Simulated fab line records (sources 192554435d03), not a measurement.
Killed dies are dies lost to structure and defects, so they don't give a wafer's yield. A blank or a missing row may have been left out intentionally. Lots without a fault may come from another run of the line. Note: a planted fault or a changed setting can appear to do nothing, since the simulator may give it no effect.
Chamber matching | flow n5Finfet | N5_BEOL_M2_ALD_98 on aldSin-01: 4 sister chambers
The step deposits SiO2, target thk 2.5 nm, pulse time 1 s, co reactant pulse time 1 s. 24 wafers are shown with their chamber, then 12 later ones without.

EACH WAFER AND ITS CHAMBER
wafer  | chamber | heaterPowerW (W) | precursorPulseHeightRel | chamberPressureTorr (Torr)
L078.3 | 0       | 73               | 0.981                   | 2.001
L078.5 | 0       | 71               | 0.997                   | 2.003
L078.6 | 1       | 93               | 1.004                   | 2.001
L082.4 | 3       | 95               | 1.002                   | 2.003
L082.5 | 1       | 89               | 0.962                   | 2.009
L082.6 | 0       | 73               | 0.994                   | 1.996
L084.1 | 3       | 93               | 1.040                   | 2.000
L084.2 | 1       | 89               | 0.971                   | 2.009
L084.3 | 2       | 81               | 1.012                   | 2.013
L084.4 | 0       | 73               | 1.032                   | 2.008
L084.5 | 0       | 72               | 1.005                   | 2.008
L084.6 | 3       | 95               | 1.016                   | 2.000
L086.1 | 0       | 72               | 1.011                   | 2.007
L086.2 | 2       | 84               | 0.995                   | 1.997
L086.3 | 1       | 91               | 0.975                   | 2.005
L088.1 | 0       | 72               | 1.007                   | 2.000
L088.3 | 1       | 93               | 0.979                   | 2.003
L088.6 | 3       | 95               | 0.999                   | 2.000
L093.2 | 0       | 72               | 1.019                   | 2.007
L093.4 | 0       | 74               | 1.013                   | 2.001
L093.5 | 2       | 84               | 0.988                   | 2.000
L091.1 | 2       | 84               | 0.986                   | 1.999
L091.2 | 0       | 72               | 1.045                   | 2.004
L091.3 | 1       | 90               | 0.998                   | 1.993

SIGNATURES, as means of the wafers listed above
reading                 | chamber 0 | chamber 1 | chamber 2 | chamber 3 | scatter within a chamber
heaterPowerW            | 72.40     | 90.83     | 83.25     | 94.50     | 1.28
precursorPulseHeightRel | 1.01040   | 0.98150   | 0.99525   | 1.01425   | 0.0172
chamberPressureTorr     | 2.00350   | 2.00333   | 2.00225   | 2.00075   | 0.00496
Rule: distance of a wafer from a chamber = root of the sum over the readings of ((wafer's reading minus chamber's mean) / reading's scatter) squared. If the next closest chamber is less than 2 further off than the closest, the wafer can't be placed; otherwise it belongs to the closest. The scatter is the square root of a quotient: the sum, over the shown wafers, of each reading's squared deviation from its chamber's mean, divided by wafers minus chambers.

WAFERS WHOSE CHAMBER IS MISSING
wafer  | heaterPowerW (W) | precursorPulseHeightRel | chamberPressureTorr (Torr)
L091.4 | 93               | 1.014                   | 2.004
L091.5 | 71               | 0.991                   | 1.996
L091.6 | 84               | 1.018                   | 1.991
L095.2 | 85               | 1.017                   | 2.003
L095.3 | 72               | 0.991                   | 1.997
L095.5 | 93               | 1.004                   | 2.010
L092.1 | 72               | 1.040                   | 1.999
L092.2 | 83               | 0.992                   | 1.999
L092.3 | 91               | 1.000                   | 2.001
L092.4 | 90               | 0.988                   | 1.997
L092.5 | 73               | 1.017                   | 2.001
L092.6 | 96               | 1.005                   | 2.002

EACH ONE'S CHAMBER
wafer  | from the rows above     | in truth
L091.4 | can't be placed: 3 or 1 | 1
L091.5 | 0                       | 0
L091.6 | 2                       | 2
L095.2 | 2                       | 2
L095.3 | 0                       | 0
L095.5 | can't be placed: 3 or 1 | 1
L092.1 | 0                       | 0
L092.2 | 2                       | 2
L092.3 | can't be placed: 1 or 3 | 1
L092.4 | 1                       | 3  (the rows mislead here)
L092.5 | 0                       | 0
L092.6 | 3                       | 3
Correct placement for 8 of the 12. From these rows, 3 cannot be placed; in 3 the true chamber is one of the candidates. Number placed wrongly: 1.
